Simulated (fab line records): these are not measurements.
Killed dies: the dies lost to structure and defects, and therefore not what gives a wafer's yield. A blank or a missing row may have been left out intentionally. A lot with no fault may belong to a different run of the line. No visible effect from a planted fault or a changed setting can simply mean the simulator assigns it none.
Split-lot experiment + flow n5_finfet + 21 wafers read from 7 lots, route of 1938 steps

== THE SPLIT ==
At N5_BEOL_M13_EXPOSE_25 (exposes mask M13, target cd 210 nm), the setting dose_mj was moved away from the recipe's 22 on 8 of the 21 wafers read, by -6.3% to +7.3%. The other wafers ran this setting at the recipe's value.

== FROM THE SPLIT TO THE READING: what the file shows between them, 3 steps ==
- N5_BEOL_M13_PEB_26: peb time 90 s
- N5_BEOL_M13_DEVELOP_27: develop time 45 s
- N5_BEOL_M13_HARDBAKE_32: time 120 s

== THE READING ==
Shown in nm: cd_nm at N5_BEOL_M13_CD_MEAS_28, with target cd 209.5 nm. Typical for fault-free wafers on this fab line: 209.1 nm, with standard deviation 1.7 nm.

| wafer  | tool, chamber at the split | dose_mj as run | against the recipe | cd_nm, nm | against lot-mates on the recipe |
|--------|----------------------------|----------------|--------------------|-----------|---------------------------------|
| L074.2 | krf_scanner-02, 0          | 22             | recipe             | 206.2     | -                               |
| L074.3 | krf_scanner-02, 0          | 22             | recipe             | 209.3     | -                               |
| L074.6 | krf_scanner-02, 0          | 22             | recipe             | 207.9     | -                               |
| L076.1 | krf_scanner-02, 0          | 23.61          | +7.3%              | 215.7     | +6.8                            |
| L076.4 | krf_scanner-02, 0          | 22             | recipe             | 210.1     | -                               |
| L076.6 | krf_scanner-02, 0          | 22             | recipe             | 207.7     | -                               |
| L077.1 | krf_scanner-02, 0          | 22             | recipe             | 208.9     | -                               |
| L077.4 | krf_scanner-02, 0          | 22             | recipe             | 210.7     | -                               |
| L077.5 | krf_scanner-02, 0          | 22.7           | +3.2%              | 213.4     | +3.6                            |
| L081.1 | krf_scanner-01, 0          | 21.28          | -3.3%              | 205.8     | -5.0                            |
| L081.3 | krf_scanner-01, 0          | 22             | recipe             | 211.4     | -                               |
| L081.5 | krf_scanner-01, 0          | 22             | recipe             | 210.2     | -                               |
| L082.2 | krf_scanner-02, 0          | 20.97          | -4.7%              | 204.5     | -3.0                            |
| L082.4 | krf_scanner-02, 0          | 22             | recipe             | 207.4     | -                               |
| L082.5 | krf_scanner-02, 0          | 22             | recipe             | 207.6     | -                               |
| L089.1 | krf_scanner-02, 0          | 20.62          | -6.3%              | 201.0     | -5.0                            |
| L089.2 | krf_scanner-02, 0          | 22             | recipe             | 207.2     | -                               |
| L089.3 | krf_scanner-02, 0          | 22             | recipe             | 204.8     | -                               |
| L090.2 | krf_scanner-01, 0          | 22.47          | +2.1%              | 212.9     | no lot-mate on the recipe       |
| L090.3 | krf_scanner-01, 0          | 22.47          | +2.1%              | 214.6     | no lot-mate on the recipe       |
| L090.5 | krf_scanner-01, 0          | 22.47          | +2.1%              | 211.1     | no lot-mate on the recipe       |

FIT RESULTS
A straight line over all 21 wafers: cd_nm changes by +1.14 nm for each +1% of dose_mj; r = +0.87; the points scatter about the line by 1.8 nm.
The same after taking each lot's own level away (the mean of its wafers on the recipe; 18 wafers): +0.908 nm for each +1%; r = +0.92; scatter 1.1 nm.
Per that fit: largest dose_mj move, reading shift of 6.6 nm.
From 206.00 to 210.80 nm: that is the span of the lots' own levels, equal to 2.8 times the standard deviation above.
So the lot-to-lot level changes the slope: the two fits differ.
Check: with one of the wafers moved furthest among these (+7.3%) left out of the fit, the line predicts +6.58 nm for it against its lot-mates. Against them it came out at +6.8 nm.

== THESE WAFERS: OTHER SPLITS ==
These wafers also went through other splits before the reading. Each is held against what the fit with the lots' levels taken away leaves over:
| other split on the same wafers    | wafers away from the commonest value | r with cd_nm (lot level and that fit taken away) |
|-----------------------------------|--------------------------------------|--------------------------------------------------|
| N5_BEOL_M10_COAT_64 spin_rpm      | 6                                    | +0.06                                            |
| N5_BEOL_M11_TRENCH_ETCH_37 bias_w | 8                                    | +0.03                                            |
| N5_BEOL_M11_ETCH_41 time_s        | 6                                    | -0.29                                            |

== THE WHOLE CHAIN: every reading that the file lists as answering this split, in the file's order ==
| step                   | what it does                                             | reading                                                         | change (the file's fit)               | r (the file's) |
|------------------------|----------------------------------------------------------|-----------------------------------------------------------------|---------------------------------------|----------------|
| N5_BEOL_M13_CD_MEAS_28 | target cd 209.5 nm                                       | cd_nm                                                           | +0.911 nm for each +1% of the setting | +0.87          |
| N5_BEOL_M13_DESCUM_33  | chemistry O2, time 7.9 s                                 | BEOL_M13.cd_nm (the simulator's own value, which no gauge read) | +0.912 nm for each +1% of the setting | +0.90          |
| N5_BEOL_M13_ETCH_68    | etches SOC in N2/H2, time 355 s                          | BEOL_M13.cd_nm (the simulator's own value, which no gauge read) | +0.808 nm for each +1% of the setting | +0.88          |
| N5_BEOL_M13_ETCH_38    | etches SiCN in CF4/N2, target depth 67.5 nm, time 71.9 s | BEOL_M13.cd_nm (the simulator's own value, which no gauge read) | +0.82 nm for each +1% of the setting  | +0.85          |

== FILE'S OWN FIT ==
cd_nm changes by +0.911 nm for each +1% of dose_mj, r = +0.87.
